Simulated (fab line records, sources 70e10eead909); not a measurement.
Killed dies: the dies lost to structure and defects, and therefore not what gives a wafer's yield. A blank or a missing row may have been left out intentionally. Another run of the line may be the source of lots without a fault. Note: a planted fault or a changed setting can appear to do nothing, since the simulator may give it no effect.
fab line records    flow nand-harc
[record] lots = 13  wafers = 39  last-day = 33
route steps=1302 shown A_CHANNEL_FILL_D1@496 A_DECK1_JOINT@528 END@1302
lots that met no fault: taken from a fault-free run of the same line
start-h: start of the lot's first displayed wafer, in hours after the record's first day    wait-h: how many hours have passed since the lot's step before this one    " repeats the value in the row above    L1.1+2: several wafers, shown together as one row    - value missing, or start not given    * or withheld: withheld    < > ~ a bound
route shown NAME@n: a module of which the file shows steps, and the number in the route of the first    usual: mean/standard deviation of fault-free wafers    same: alike in all rows    chamber/n: place in a boat    sites: each site's reading    _std_site: standard deviation of those values    _edge_site: inner sites' mean taken away from outer sites' mean    radius-mm: for every site, how far away it sits from the centre of the wafer    mask NAME#n: copy n    behind: tool/chamber where the wafer was last shaped    hold: cause of the lot's hold/its duration in hours/its outcome    device: transistor that didn't switch, given as n, p or np    end of line: the route-end tests of the same wafers    step lacking rows: just its recipe    killed: the dies lost at the first sort to structure and to defects; this is not the yield of the wafer    map: shows each die of a wafer: x if killed, . if not, _ if none is there
set.NAME: setting as actually run; set.NAME@STEP: the setting as run at that earlier step    model.NAME: the simulator's own value behind a step, which no gauge read
route steps across a sampled set of lots; one table per step, one row per wafer
services: from which hour (start-h, from the record's first day; less than 0 if before it) a tool's chamber was out of use, for how many hours, and why
[[steps]]
[step NHARC_A_CHANNEL_FILL_D1_ALD_16]
[recipe] target-thk-a = 15  pulse-time-s = 10  ald-cycles = 15  temp-c = 300  material = SiO2
[usual] heater-power-w = 454/43  precursor-pulse-height-rel = 0.999/0.018
lot.wafer  tool       chamber  start-h  wait-h  heater-power-w  precursor-pulse-height-rel
L158.3     ald-hk-04  1        212.56   0.0     441             0.967
L158.4     "          0        "        "       424             1.004
L158.5     "          2        "        "       442             1.021
L157.4     ald-hk-01  3        212.56   0.0     424             1.001
L157.5     "          3        "        "       413             0.993
L157.6     "          0        "        "       539             0.979
L160.4     ald-hk-02  3        220.29   0.1     442             1.007
L160.1     "          0        "        "       425             0.959
L160.5     "          3        "        "       422             1.042
L159.3     ald-hk-01  0        223.73   0.0     531             1.005
L159.4     "          3        "        "       431             1.026
L159.5     "          0        "        "       526             0.991
L161.2     ald-hk-01  3        243.84   2.6     438             1.002
L161.3     "          0        "        "       531             1.002
L161.4     "          1        "        "       436             0.984
L167.3     ald-hk-04  3        302.71   0.0     444             1.012
L167.4     "          2        "        "       436             1.002
L167.5     "          0        "        "       448             1.016
L168.1     ald-hk-02  3        311.02   0.2     424             1.010
L168.4     "          0        "        "       429             1.013
L168.6     "          3        "        "       432             1.008
L172.4     ald-hk-01  0        346.12   0.0     507             1.018
L172.1     "          2        "        "       554             0.983
L172.5     "          1        "        "       442             0.966
L175.4     ald-hk-04  2        380.30   0.1     440             1.004
L175.1     "          3        "        "       429             1.007
L175.6     "          1        "        "       443             1.028
L176.1     ald-hk-04  2        386.62   0.0     446             0.998
L176.4     "          3        "        "       455             1.025
L176.2     "          0        "        "       471             1.014
L179.3     ald-hk-04  2        420.55   0.0     445             1.012
L179.2     "          0        "        "       454             0.982
L179.5     "          3        "        "       446             0.996
L178.3     ald-hk-02  0        428.80   0.0     443             1.022
L178.4     "          1        "        "       472             0.958
L178.2     "          3        "        "       428             1.000
L180.3     ald-hk-01  2        432.40   0.0     557             1.016
L180.2     "          3        "        "       434             0.995
L180.1     "          1        "        "       448             1.019
[step NHARC_A_DECK1_JOINT_THK_MEAS_14]
[recipe] thk-meas-gauge = ellipsometry
[usual] thk-nm = 51.0/1.9
lot.wafer  tool           chamber  start-h  wait-h  thk-nm
L158.3     film-metro-01  -        261.12   0.2     49.3
L158.4     "              -        "        "       50.8
L158.5     "              -        "        "       51.8
L157.4     film-metro-02  -        264.93   0.2     51.9
L157.5     "              -        "        "       51.1
L157.6     "              -        "        "       50.3
L160.1     film-metro-02  -        267.53   0.2     48.6
L160.4     "              -        "        "       54.3
L160.5     "              -        "        "       53.5
L159.3     film-metro-01  -        267.53   0.2     51.7
L159.4     "              -        "        "       53.9
L159.5     "              -        "        "       52.0
L161.2     film-metro-02  -        290.17   0.2     53.3
L161.3     "              -        "        "       49.4
L161.4     "              -        "        "       55.9
L167.3     film-metro-01  -        350.00   0.2     50.4
L167.4     "              -        "        "       48.5
L167.5     "              -        "        "       51.7
L168.1     film-metro-02  -        356.73   0.2     50.5
L168.4     "              -        "        "       48.5
L168.6     "              -        "        "       51.4
L172.1     film-metro-01  -        391.91   0.2     50.9
L172.4     "              -        "        "       48.5
L172.5     "              -        "        "       52.7
L175.1     film-metro-01  -        427.19   0.2     50.6
L175.4     "              -        "        "       50.9
L175.6     "              -        "        "       50.0
L176.1     film-metro-01  -        436.58   0.2     52.3
L176.2     "              -        "        "       51.9
L176.4     "              -        "        "       48.8
L179.2     film-metro-02  -        466.87   0.2     50.0
L179.3     "              -        "        "       50.6
L179.5     "              -        "        "       48.9
L180.1     film-metro-02  -        476.40   0.2     48.7
L180.2     "              -        "        "       51.9
L180.3     "              -        "        "       54.3
L178.2     film-metro-01  -        476.40   0.2     52.3
L178.3     "              -        "        "       52.5
L178.4     "              -        "        "       51.3
[step NHARC_A_DECK1_JOINT_CMP_02]
[recipe] material = SiOx
[usual] edge-zone-pressure-frac = 1.000/0.0055  motor-current-A = 12.9/1
lot.wafer  tool    chamber  start-h  wait-h  edge-zone-pressure-frac  motor-current-A
L157.4     cmp-02  2        291.75   0.4     0.996                    12.5
L157.6     "       2        "        "       1.005                    13.6
L157.5     "       3        "        "       0.994                    13.0
L158.4     cmp-03  3        291.75   0.4     1.016                    11.6
L158.3     "       0        "        "       0.995                    12.7
L158.5     "       0        "        "       0.997                    12.8
L160.4     cmp-04  2        291.80   0.4     1.000                    11.8
L160.1     "       3        "        "       1.006                    12.5
L160.5     "       1        "        "       0.999                    12.6
L159.3     cmp-04  0        291.92   0.5     0.999                    11.0
L159.4     "       2        "        "       1.010                    12.0
L159.5     "       0        "        "       1.001                    11.1
L161.3     cmp-02  1        317.96   0.4     1.010                    12.4
L161.4     "       2        "        "       0.992                    13.3
L161.2     "       0        "        "       0.995                    14.9
L167.3     cmp-02  3        372.78   0.4     1.006                    13.2
L167.4     "       0        "        "       1.003                    14.3
L167.5     "       2        "        "       1.001                    13.2
L168.4     cmp-03  2        383.87   0.4     1.010                    13.3
L168.1     "       3        "        "       0.998                    11.3
L168.6     "       0        "        "       1.000                    13.1
L172.1     cmp-03  1        414.10   0.4     0.995                    14.6
L172.4     "       2        "        "       0.989                    13.5
L172.5     "       0        "        "       0.992                    12.1
L175.1     cmp-02  0        448.27   0.4     0.994                    14.7
L175.4     "       1        "        "       1.004                    12.4
L175.6     "       2        "        "       0.997                    12.9
L176.4     cmp-04  2        461.60   0.4     1.003                    12.2
L176.2     "       0        "        "       0.998                    10.9
L176.1     "       1        "        "       0.999                    12.9
L179.3     cmp-03  3        490.42   0.4     1.001                    11.6
L179.2     "       2        "        "       0.999                    12.5
L179.5     "       3        "        "       1.004                    11.5
L180.3     cmp-04  3        497.04   0.4     1.007                    12.9
L180.2     "       1        "        "       1.011                    13.0
L180.1     "       2        "        "       1.000                    12.4
L178.4     cmp-02  3        497.07   0.4     0.993                    12.8
L178.2     "       0        "        "       1.007                    14.1
L178.3     "       1        "        "       1.007                    12.2
[step NHARC_A_DECK1_JOINT_DEP_16]
[recipe] target-thk-a = 450  temp-c = 400  pressure-torr = 6.5  rf-w = 900  teos-flow-sccm = 161.4  flow-sccm = 2650  target-thk-nm = 45  gas = O2  material = SiO2
[usual] heater-power-w = 563/100  throttle-valve-pct = 16.0/0.69
lot.wafer  tool      chamber  start-h  wait-h  heater-power-w  throttle-valve-pct
L160.1     pecvd-03  0        292.13   0.1     480             16.1
L160.5     "         0        "        "       481             16.1
L160.4     "         2        "        "       646             15.9
L158.3     pecvd-04  0        292.20   0.1     785             15.5
L158.4     "         2        "        "       428             15.9
L158.5     "         0        "        "       765             15.4
L159.3     pecvd-04  0        292.31   0.1     743             15.4
L159.5     "         1        "        "       628             15.6
L159.4     "         2        "        "       474             16.0
L157.5     pecvd-03  0        292.39   0.3     558             16.1
L157.6     "         1        "        "       467             14.5
L157.4     "         2        "        "       641             15.9
L161.2     pecvd-02  0        318.35   0.1     465             16.6
L161.4     "         0        "        "       470             16.6
L161.3     "         1        "        "       539             16.1
L167.3     pecvd-02  1        373.15   0.1     548             16.2
L167.4     "         1        "        "       557             16.2
L167.5     "         2        "        "       495             17.5
L168.1     pecvd-02  0        384.26   0.1     492             16.5
L168.4     "         2        "        "       505             17.4
L168.6     "         0        "        "       502             16.7
L172.1     pecvd-04  1        414.73   0.4     731             15.8
L172.5     "         1        "        "       750             16.0
L172.4     "         0        "        "       783             15.6
L175.1     pecvd-04  0        448.63   0.1     662             15.6
L175.4     "         0        "        "       662             15.5
L175.6     "         1        "        "       720             16.0
L176.1     pecvd-03  1        462.02   0.1     409             14.8
L176.2     "         2        "        "       579             16.3
L176.4     "         2        "        "       586             16.2
L179.2     pecvd-03  2        490.82   0.1     572             16.4
L179.3     "         1        "        "       405             14.8
L179.5     "         2        "        "       562             16.5
L178.3     pecvd-02  2        497.62   0.3     506             17.0
L178.2     "         0        "        "       446             16.8
L178.4     "         1        "        "       703             16.5
L180.2     pecvd-03  2        497.67   0.3     600             16.3
L180.1     "         1        "        "       410             14.8
L180.3     "         2        "        "       609             16.2
[step NHARC_A_DECK1_JOINT_THK_MEAS_17]
[recipe] thk-meas-gauge = ellipsometry
[usual] thk-nm = 45.2/1.3
lot.wafer  tool           chamber  start-h  wait-h  thk-nm
L160.1     film-metro-01  -        292.41   0.2     43.5
L160.4     "              -        "        "       45.3
L160.5     "              -        "        "       44.1
L158.3     film-metro-02  -        292.42   0.2     43.4
L158.4     "              -        "        "       46.4
L158.5     "              -        "        "       43.2
L157.4     film-metro-01  -        292.59   0.1     46.1
L157.5     "              -        "        "       45.3
L157.6     "              -        "        "       44.6
L159.3     film-metro-01  -        292.59   0.3     45.1
L159.4     "              -        "        "       44.4
L159.5     "              -        "        "       43.5
L161.2     film-metro-01  -        318.72   0.3     43.7
L161.3     "              -        "        "       42.7
L161.4     "              -        "        "       45.7
L167.3     film-metro-01  -        373.43   0.3     35.4
L167.4     "              -        "        "       37.1
L167.5     "              -        "        "       35.9
L168.1     film-metro-01  -        384.48   0.2     35.5
L168.4     "              -        "        "       36.0
L168.6     "              -        "        "       37.6
L172.1     film-metro-02  -        415.01   0.3     44.0
L172.4     "              -        "        "       45.9
L172.5     "              -        "        "       46.3
L175.1     film-metro-02  -        448.88   0.2     44.3
L175.4     "              -        "        "       45.1
L175.6     "              -        "        "       44.8
L176.1     film-metro-01  -        462.27   0.2     44.1
L176.2     "              -        "        "       44.8
L176.4     "              -        "        "       46.8
L179.2     film-metro-01  -        491.21   0.3     44.7
L179.3     "              -        "        "       46.8
L179.5     "              -        "        "       44.8
L178.2     film-metro-02  -        497.90   0.2     44.8
L178.3     "              -        "        "       46.1
L178.4     "              -        "        "       44.9
L180.1     film-metro-02  -        498.04   0.3     44.0
L180.2     "              -        "        "       45.5
L180.3     "              -        "        "       46.0
[step NHARC_END_SORT_01]
[recipe] temp-c = 25
[usual] killed-at-array = 52/16  killed-at-other = 0.8/0.98  killed-at-periphery = 4.2/2.9  killed-dies = 57/16  killed-open = 3.3/1.9  killed-short = 2.5/1.5
[same] gross-dies = 677
lot.wafer  tool       chamber  start-h  wait-h  killed-at-array  killed-at-other  killed-at-periphery  killed-dies  killed-open  killed-short
L175.6     prober-01  0        730.43   4.0     35               0                9                    44           2            2
// killed by level:class
L175.6 A_CHANNEL_HOLE_D1:chamber-film-flake=15 A_STAIRCASE:chamber-film-flake=6 A_CONTACT:chamber-film-flake=6 P_GATE:chamber-film-flake=4 A_BLC:chamber-film-flake=4 A_SLIT:chamber-film-flake=3 P_CONTACT:geometric-particle:open=2 P_M0:chamber-film-flake=2
[[services]]
tool       chamber  start-h  hours  kind
cmp-04     -        209.11   4.0    pm
pecvd-02   -        227.03   13.0   pm
cmp-03     -        227.73   1.3    repair
cmp-02     -        232.60   4.0    pm
pecvd-02   0        252.26   7.8    repair
ald-hk-04  -        254.65   10.0   pm
cmp-03     -        260.00   4.0    pm
pecvd-03   -        261.61   1.1    repair
cmp-04     -        263.85   0.5    repair
pecvd-04   -        269.00   13.0   pm
cmp-02     -        273.18   1.9    repair
cmp-02     -        298.16   1.9    repair
cmp-02     -        320.92   0.5    repair
ald-hk-01  -        330.28   1.3    repair
cmp-02     -        330.60   4.0    pm
pecvd-03   -        351.50   1.8    repair
pecvd-03   -        365.09   3.3    repair
pecvd-03   -        368.41   13.0   pm
pecvd-03   -        408.28   0.5    repair
pecvd-03   -        413.78   0.8    repair
cmp-02     -        428.60   4.0    pm
ald-hk-04  -        432.65   10.0   pm
cmp-02     -        465.67   1.7    repair
pecvd-03   0        482.96   22.6   repair
[[key]]
[first-sign] step = NHARC_A_DECK1_JOINT_THK_MEAS_17  reading = thk-nm  direction = down  sigmas = 7.1  usual = 45.2  struck = 36.2
effect none on later readings
met-at NHARC_A_DECK1_JOINT_DEP_16
struck-lots L167,L168
tester-left-out L167,L168
not-acting-at NHARC_A_CHANNEL_FILL_D1_ALD_16,NHARC_A_DECK1_JOINT_THK_MEAS_14,NHARC_A_DECK1_JOINT_CMP_02
onset-between 318.35 373.15
[fault] kind = process-parameter-drift  tool = pecvd-02  chamber = -  onset-h = 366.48  steps = NHARC_A_DECK1_JOINT_DEP_16  channel = target-thk-nm  offset = -9.708  shape = step  end-h = 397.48  acts-in = these-recipes-only  stated = 45
// tester-left-out: of these lots the tester's yield and bins aren't shown, on N5 and GAA mostly nor the transistor test; their killed dies are dies lost to structure and defects alone, not to doping, threshold or leakage, so they don't give the yield
